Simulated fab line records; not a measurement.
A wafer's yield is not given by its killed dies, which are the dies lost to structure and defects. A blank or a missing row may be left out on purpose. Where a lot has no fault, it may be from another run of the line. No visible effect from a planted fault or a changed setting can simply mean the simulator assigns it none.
fab line records -- flow n5-finfet
record: lots: 12, wafers: 29, last-day: 17
route steps=1938 shown BEOL_M4@1110 BEOL_M5@1116 PASSIVATION@1936
lots that met no fault: taken from a fault-free run of the same line
start-h: the number of hours between the record's first day and the start of the first shown wafer of the lot -- wait-h: how many hours have passed since the lot's step before this one -- " same as the row above -- L1.1+2: a single row standing in for several wafers -- - no value present, or no start provided -- * or withheld: withheld -- < > ~ a bound
route shown NAME@n: names a module that has steps shown in the file, with the first one's number in the route -- usual: the fault-free wafers' mean and standard deviation -- same: alike in all rows -- chamber/n: place in a boat -- sites: per-site readings -- _std_site: the values' standard deviation -- _edge_site: mean of outer sites minus mean of inner sites -- radius-mm: how far each site lies from the wafer's centre -- mask NAME#n: copy n -- behind: the last tool/chamber to shape the wafer -- hold: reason for holding the lot/hours on hold/outcome of the hold -- device: the n, p or np transistor that did not switch -- end of line: the same wafers' tests at the end of the route -- for a step that has no rows: nothing shown but its recipe -- killed: dies lost to structure and defects at the first sort, not the wafer's yield -- map: the dies of a wafer, with x for killed, . for not killed, _ for no die there
set.NAME: the setting the step ran with; set.NAME@STEP: the setting that earlier step ran with -- model.NAME: the simulator's own value behind a step, which no gauge read
one table for each step of the route and one row for each wafer, over a sample of lots
services: the hour from which a tool's chamber was out of use, counted from the record's first day as start-h (under 0 if before that day), plus the number of hours and why
== steps ==
step: N5_BEOL_M4_INSPECT_59
recipe: inspect-instrument: darkfield, mode: post-dep
usual: raw-defect-count: 69/27
lot.wafer,tool,chamber,start-h,wait-h,raw-defect-count
L104.4,defect-inspect-02,-,168.89,0.0,42
L104.5,defect-inspect-02,-,168.89,0.0,55
L104.6,defect-inspect-02,-,168.89,0.0,59
L107.2,defect-inspect-01,-,183.93,0.0,68
L107.3,defect-inspect-01,-,183.93,0.0,93
L106.3,defect-inspect-02,-,188.80,0.0,42
L106.6,defect-inspect-02,-,188.80,0.0,53
L108.1,defect-inspect-02,-,190.18,0.0,62
L108.2,defect-inspect-02,-,190.18,0.0,61
L109.1,defect-inspect-02,-,193.36,0.0,39
L109.3,defect-inspect-02,-,193.36,0.0,45
L109.4,defect-inspect-02,-,193.36,0.0,47
L110.1,defect-inspect-02,-,200.86,0.0,92
L110.6,defect-inspect-02,-,200.86,0.0,64
L111.1,defect-inspect-02,-,211.30,0.0,35
L111.3,defect-inspect-02,-,211.30,0.0,50
L113.2,defect-inspect-01,-,221.59,0.0,70
L113.3,defect-inspect-01,-,221.59,0.0,57
L113.6,defect-inspect-01,-,221.59,0.0,67
L120.2,defect-inspect-01,-,266.15,0.0,59
L120.6,defect-inspect-01,-,266.15,0.0,82
L121.1,defect-inspect-01,-,281.34,0.0,60
L121.2,defect-inspect-01,-,281.34,0.0,50
L125.4,defect-inspect-01,-,295.30,0.0,52
L125.5,defect-inspect-01,-,295.30,0.0,62
L125.6,defect-inspect-01,-,295.30,0.0,45
L126.2,defect-inspect-02,-,310.66,0.0,38
L126.4,defect-inspect-02,-,310.66,0.0,74
L126.6,defect-inspect-02,-,310.66,0.0,49
step: N5_BEOL_M5_HM_DEP_02
recipe: material: TiN, target-thk-a: 200, temp-c: 25, chamber-pressure-pa: 0.49996
usual: susceptor-temp-C: 24.99/0.11, throttle-valve-pct: 29.8/1.1
lot.wafer,tool,chamber,start-h,wait-h,susceptor-temp-C,throttle-valve-pct
L104.4,pvd-sputter-01,-,171.64,1.1,25.11,29.3
L104.5,pvd-sputter-01,-,171.64,1.1,25.09,29.3
L104.6,pvd-sputter-01,-,171.64,1.1,24.94,29.4
L107.2,pvd-sputter-02,-,187.02,0.0,25.06,30.2
L107.3,pvd-sputter-02,-,187.02,0.0,24.97,30.2
L106.3,pvd-sputter-01,-,192.62,1.6,24.75,29.2
L106.6,pvd-sputter-01,-,192.62,1.6,24.81,32.2
L108.1,pvd-sputter-01,-,192.82,1.0,24.97,29.2
L108.2,pvd-sputter-01,-,192.82,1.0,24.90,28.4
L109.1,pvd-sputter-01,-,196.30,1.3,25.10,29.6
L109.3,pvd-sputter-01,-,196.30,1.3,24.95,32.1
L109.4,pvd-sputter-01,-,196.30,1.3,24.93,29.4
L110.1,pvd-sputter-02,-,203.15,0.2,25.16,30.2
L110.6,pvd-sputter-02,-,203.15,0.2,25.05,30.5
L111.1,pvd-sputter-02,-,214.40,1.4,24.97,30.1
L111.3,pvd-sputter-02,-,214.40,1.4,24.86,28.4
L113.2,pvd-sputter-01,-,224.26,1.0,24.88,28.5
L113.3,pvd-sputter-01,-,224.26,1.0,24.85,32.0
L113.6,pvd-sputter-01,-,224.26,1.0,24.94,32.1
L120.2,pvd-sputter-02,-,269.20,1.4,24.91,30.3
L120.6,pvd-sputter-02,-,269.20,1.4,24.84,30.0
L121.1,pvd-sputter-02,-,283.12,0.2,25.10,30.1
L121.2,pvd-sputter-02,-,283.12,0.2,24.99,30.0
L125.4,pvd-sputter-02,-,297.77,0.8,24.91,29.8
L125.5,pvd-sputter-02,-,297.77,0.8,24.80,30.0
L125.6,pvd-sputter-02,-,297.77,0.8,24.90,30.4
L126.2,pvd-sputter-02,-,313.32,1.1,24.98,28.3
L126.4,pvd-sputter-02,-,313.32,1.1,24.95,30.3
L126.6,pvd-sputter-02,-,313.32,1.1,25.06,30.0
step: N5_BEOL_M5_CD_MEAS_11
recipe: target-cd-nm: 27.74, landing-energy-ev: 500, detector: se-inlens
usual: cd-nm: 28.13/0.25
lot.wafer,tool,chamber,start-h,wait-h,cd-nm
L104.4,cd-sem-03,0,172.16,-,28.15
L104.5,cd-sem-03,0,172.16,-,28.15
L104.6,cd-sem-03,0,172.16,-,28.21
L107.2,cd-sem-01,0,187.41,-,27.54
L107.3,cd-sem-01,0,187.41,-,27.85
L106.3,cd-sem-01,0,193.13,-,28.36
L106.6,cd-sem-01,0,193.13,-,28.57
L108.1,cd-sem-01,0,193.35,-,28.45
L108.2,cd-sem-01,0,193.35,-,27.82
L109.1,cd-sem-03,0,196.69,-,27.93
L109.3,cd-sem-03,0,196.69,-,27.98
L109.4,cd-sem-03,0,196.69,-,28.54
L110.1,cd-sem-02,0,203.54,-,27.93
L110.6,cd-sem-02,0,203.54,-,27.66
L111.1,cd-sem-02,0,214.91,-,28.28
L111.3,cd-sem-02,0,214.91,-,28.36
L113.2,cd-sem-02,0,224.78,-,28.34
L113.3,cd-sem-02,0,224.78,-,28.54
L113.6,cd-sem-02,0,224.78,-,28.22
L120.2,cd-sem-01,0,269.60,-,27.95
L120.6,cd-sem-01,0,269.60,-,28.31
L121.1,cd-sem-01,0,283.56,-,27.75
L121.2,cd-sem-01,0,283.56,-,28.16
L125.4,cd-sem-03,0,298.30,-,27.93
L125.5,cd-sem-03,0,298.30,-,28.52
L125.6,cd-sem-03,0,298.30,-,28.40
L126.2,cd-sem-02,0,313.84,-,28.47
L126.4,cd-sem-02,0,313.84,-,28.24
L126.6,cd-sem-02,0,313.84,-,27.90
step: N5_BEOL_M5_HM_OPEN_17
recipe: chemistry: Cl2/BCl3, target-depth-a: 200, overetch-a: 60, target: TiN, mask-material: SOC, ion-energy-ev: 150, pressure-mtorr: 10, icp-w: 1000, bias-w: 126, Cl2_flow_sccm: 53.25, bcl3-flow-sccm: 21.75, Ar_flow_sccm: 25
usual: drypump-motor-current-A: 5.93/0.27, oes-product-au: 0.68/0.054, rf-fwd-power-W: 993/4, throttle-valve-pct: 22.25/0.18
lot.wafer,tool,chamber,start-h,wait-h,drypump-motor-current-A,oes-product-au,rf-fwd-power-W,rf-hours-counter-h,throttle-valve-pct
L104.4,rie-metal-03,1,172.56,0.1,5.55,0.70,998,-,22.20
L104.5,rie-metal-03,1,172.56,0.1,5.55,0.70,997,-,22.19
L104.6,rie-metal-03,0,172.56,0.1,5.78,0.70,992,-,22.23
L107.2,rie-metal-01,0,187.78,0.0,6.30,0.73,993,16,22.29
L107.3,rie-metal-01,1,187.78,0.0,6.01,0.65,995,-,22.09
L106.3,rie-metal-01,0,193.60,0.1,6.33,0.72,998,-,22.29
L106.6,rie-metal-01,0,193.60,0.1,6.31,0.73,996,-,22.28
L108.1,rie-metal-02,1,193.72,0.0,5.66,0.53,992,115,22.94
L108.2,rie-metal-02,0,193.72,0.0,6.07,0.63,982,60,22.01
L109.1,rie-metal-01,0,197.10,0.0,6.30,0.48,994,17,22.68
L109.3,rie-metal-01,0,197.10,0.0,6.31,0.74,997,-,22.28
L109.4,rie-metal-01,1,197.10,0.0,6.01,0.65,994,-,22.11
L110.1,rie-metal-01,1,203.91,0.0,6.01,0.65,994,49,22.10
L110.6,rie-metal-01,0,203.91,0.0,6.32,0.72,996,-,22.28
L111.1,rie-metal-02,1,215.37,0.0,5.67,0.53,993,117,22.94
L111.3,rie-metal-02,1,215.37,0.0,5.67,0.52,992,-,22.94
L113.2,rie-metal-01,1,225.15,0.0,6.06,0.64,995,51,22.11
L113.3,rie-metal-01,0,225.15,0.0,6.30,0.73,994,-,22.28
L113.6,rie-metal-01,1,225.15,0.0,6.05,0.44,992,-,22.49
L120.2,rie-metal-03,1,269.97,0.0,5.59,0.68,994,37,22.19
L120.6,rie-metal-03,0,269.97,0.0,5.78,0.67,990,-,22.23
L121.1,rie-metal-02,1,283.93,0.0,5.69,0.79,995,2,22.45
L121.2,rie-metal-02,0,283.93,0.0,6.02,0.61,986,70,22.04
L125.4,rie-metal-02,1,298.92,0.1,5.66,0.79,995,-,22.46
L125.5,rie-metal-02,1,298.92,0.1,5.67,0.78,997,-,22.45
L125.6,rie-metal-02,1,298.92,0.1,5.66,0.78,996,-,22.47
L126.2,rie-metal-02,1,314.22,0.0,5.66,0.77,993,5,22.47
L126.4,rie-metal-02,0,314.22,0.0,6.03,0.61,983,-,22.04
L126.6,rie-metal-02,0,314.22,0.0,6.06,0.62,983,-,22.03
step: N5_BEOL_M5_STRIP_19
recipe: chemistry: O2, power-w: 400, temp-c: 40, pressure-mtorr: 30, rf-frequency-hz: 6e+07, bias-power-w: 0, overash-fraction: 0.2, o2-flow-sccm: 225
usual: drypump-motor-current-A: 5.5/0.56, oes-product-au: 0.79/0.085, rf-vpp-V: 3.7/0.5, showerhead-plenum-p-Torr: 2.08/0.091, throttle-valve-pct: 16.72/0.25
same: overash-fraction: 0.2
lot.wafer,tool,chamber,start-h,wait-h,drypump-motor-current-A,oes-product-au,rf-hours-counter-h,rf-vpp-V,showerhead-plenum-p-Torr,throttle-valve-pct
L104.4,rie-diel-03,1,172.66,0.1,5.0,0.89,-,3.8,2.23,16.33
L104.5,rie-diel-03,2,172.66,0.1,5.3,0.87,-,3.6,2.06,16.77
L104.6,rie-diel-03,3,172.66,0.1,6.4,0.70,-,4.7,1.99,16.80
L107.2,rie-diel-03,2,187.89,0.1,5.3,0.87,46,3.7,2.06,16.79
L107.3,rie-diel-03,1,187.89,0.1,5.0,0.89,30,4.5,2.22,16.35
L106.3,rie-diel-06,1,193.69,0.1,5.4,0.79,101,3.4,2.19,16.45
L106.6,rie-diel-06,0,193.69,0.1,6.2,0.71,-,3.6,1.97,17.07
L108.1,rie-diel-06,0,193.84,0.1,6.3,0.70,223,3.2,1.97,17.07
L108.2,rie-diel-06,3,193.84,0.1,4.7,0.84,96,3.5,2.11,16.71
L109.1,rie-diel-03,1,197.21,0.1,5.1,0.87,35,3.1,2.22,16.35
L109.3,rie-diel-03,2,197.21,0.1,5.3,0.87,51,3.1,2.05,16.79
L109.4,rie-diel-03,1,197.21,0.1,5.0,0.88,-,4.1,2.22,16.37
L110.1,rie-diel-03,1,204.23,0.3,5.0,0.87,38,4.1,2.22,16.36
L110.6,rie-diel-03,3,204.23,0.3,6.5,0.70,-,3.1,1.98,16.81
L111.1,rie-diel-06,1,215.53,0.1,5.4,0.78,108,3.9,2.18,16.45
L111.3,rie-diel-06,0,215.53,0.1,6.2,0.70,230,4.5,1.97,17.09
L113.2,rie-diel-03,2,225.26,0.1,5.2,0.85,62,4.0,2.05,16.82
L113.3,rie-diel-03,3,225.26,0.1,6.4,0.69,251,3.5,1.98,16.84
L113.6,rie-diel-03,3,225.26,0.1,6.5,0.69,-,3.6,1.98,16.84
L120.2,rie-diel-02,2,270.08,0.1,5.6,0.81,105,3.6,2.02,16.67
L120.6,rie-diel-02,2,270.08,0.1,5.6,0.81,-,3.5,2.02,16.68
L121.1,rie-diel-06,0,284.04,0.1,6.2,0.68,255,3.3,1.96,17.14
L121.2,rie-diel-06,1,284.04,0.1,5.4,0.77,133,4.0,2.18,16.50
L125.4,rie-diel-02,0,299.10,0.2,5.7,0.73,-,3.3,1.93,17.06
L125.5,rie-diel-02,1,299.10,0.2,5.4,0.93,-,4.1,2.07,16.72
L125.6,rie-diel-02,2,299.10,0.2,5.6,0.80,-,3.5,2.02,16.72
L126.2,rie-diel-03,3,314.33,0.1,6.4,0.96,14,3.7,2.24,16.38
L126.4,rie-diel-03,2,314.33,0.1,5.2,0.81,95,3.3,2.04,16.88
L126.6,rie-diel-03,2,314.33,0.1,5.3,0.81,-,3.3,2.04,16.87
step: N5_PASSIVATION_PROBE_49
usual: defect-limited-yield: 91.2/1.4, killed_at_M0_to_M3: 32/9.3, killed_at_M4_up: 14/4.9, killed-at-contacts: 15/7.5, killed-at-front-end: 40/11, killed-at-other: 4/3.3, killed-dies: 104/17, killed-open: 68/14, killed-short: 33/7.9, sort_bin_5_function: 5.2/0.99, sort_bin_6_memory: 3.2/0.65, sort-n-pass: 1076/17, sort-yield-pct: 91.1/1.5
same: gross-dies: 1180, killed-at-back-side: 0, sort_bin_4_leakage[%]: 0, sort_bin_8_speed[%]: 0
lot.wafer,tool,chamber,start-h,wait-h,defect-limited-yield[%],killed_at_M0_to_M3,killed_at_M4_up,killed-at-contacts,killed-at-front-end,killed-at-other,killed-dies,killed-open,killed-short,sort_bin_5_function[%],sort_bin_6_memory[%],sort-n-pass,sort-yield-pct[%]
L109.1,prober-01,-,292.54,0.0,88.9,27,19,19,66,0,131,79,34,5.3,4.2,1049,88.9
L109.4,prober-01,-,292.69,0.2,87.8,20,15,19,86,4,144,98,33,6.3,4.6,1036,87.8
killed by level:class
L109.1 STI_FIN_REVEAL:geometric-particle:open=16 MOL_CONTACT_COAG:geometric-particle:open=14 HKMG_FIN:area-etch=14 FIN_SAQP:geometric-particle:open=11 BEOL_M0_SAQP:geometric-particle:open=10 BEOL_M4:geometric-particle:open=8 FIN_SAQP:geometric-particle:short=6 MOL_CONTACT_COAG:geometric-particle:short=5
L109.4 FIN_SAQP:geometric-particle:open=19 STI_FIN_REVEAL:geometric-particle:open=18 MOL_CONTACT_COAG:geometric-particle:open=16 HKMG_FIN:area-etch=12 BEOL_M3:geometric-particle:open=11 BEOL_M4:geometric-particle:open=7 GATE_CUT:geometric-particle:open=6 FIN_SAQP:geometric-particle:short=5
== services ==
tool,chamber,start-h,hours,kind
rie-diel-06,0,163.38,9.6,repair
rie-metal-02,1,252.48,-,clean
rie-metal-02,1,252.48,16.5,scheduled-down
rie-metal-02,1,252.48,16.5,vent-cycle
rie-diel-03,3,257.80,-,clean
rie-diel-03,3,257.80,-,consumable-replace:focus-ring
rie-diel-03,3,257.80,-,consumable-replace:showerhead
rie-diel-06,2,262.16,-,clean
rie-diel-06,2,262.16,-,consumable-replace:focus-ring
rie-diel-06,2,262.16,25.1,scheduled-down
rie-diel-06,2,262.16,25.1,vent-cycle
rie-diel-03,0,274.83,3.8,repair
rie-diel-06,3,276.39,6.5,repair
rie-diel-02,3,277.39,11.6,repair
rie-diel-06,0,287.31,-,clean
rie-diel-06,0,287.31,-,consumable-replace:focus-ring
rie-diel-06,0,287.31,-,consumable-replace:showerhead
rie-diel-06,0,287.31,19.2,scheduled-down
rie-diel-06,0,287.31,19.2,vent-cycle
rie-metal-02,0,288.25,18.7,repair
rie-diel-06,3,289.56,18.8,repair
rie-diel-02,3,297.64,18.1,repair
rie-diel-02,1,303.65,4.8,repair
rie-diel-06,1,313.27,20.2,repair
== key ==
first-sign: step: N5_BEOL_M5_HM_OPEN_17, reading: oes-product-au, direction: down, sigmas: 4.1, usual: 0.68, struck: 0.46
effect none on later readings
met-at N5_BEOL_M5_HM_DEP_02
struck-lots L109,L113
struck-wafers L109.1,L113.6
baseline-loss: step: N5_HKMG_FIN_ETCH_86, wafers: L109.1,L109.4
not-acting-at N5_BEOL_M4_INSPECT_59,N5_BEOL_M5_CD_MEAS_11,N5_BEOL_M5_STRIP_19
onset-between 192.82 196.30
fault: kind: process-parameter-drift, tool: pvd-sputter-01, chamber: -, onset-h: 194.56, steps: N5_BEOL_M5_HM_DEP_02, channel: target-thk-a, offset: *, shape: step, end-h: 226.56, scope: struck-wafers-only, acts-in: *, stated: *
baseline-loss: these wafers lose ten dies or more at that step, a loss of the line's own and not of a fault; the sort's usual values leave them out
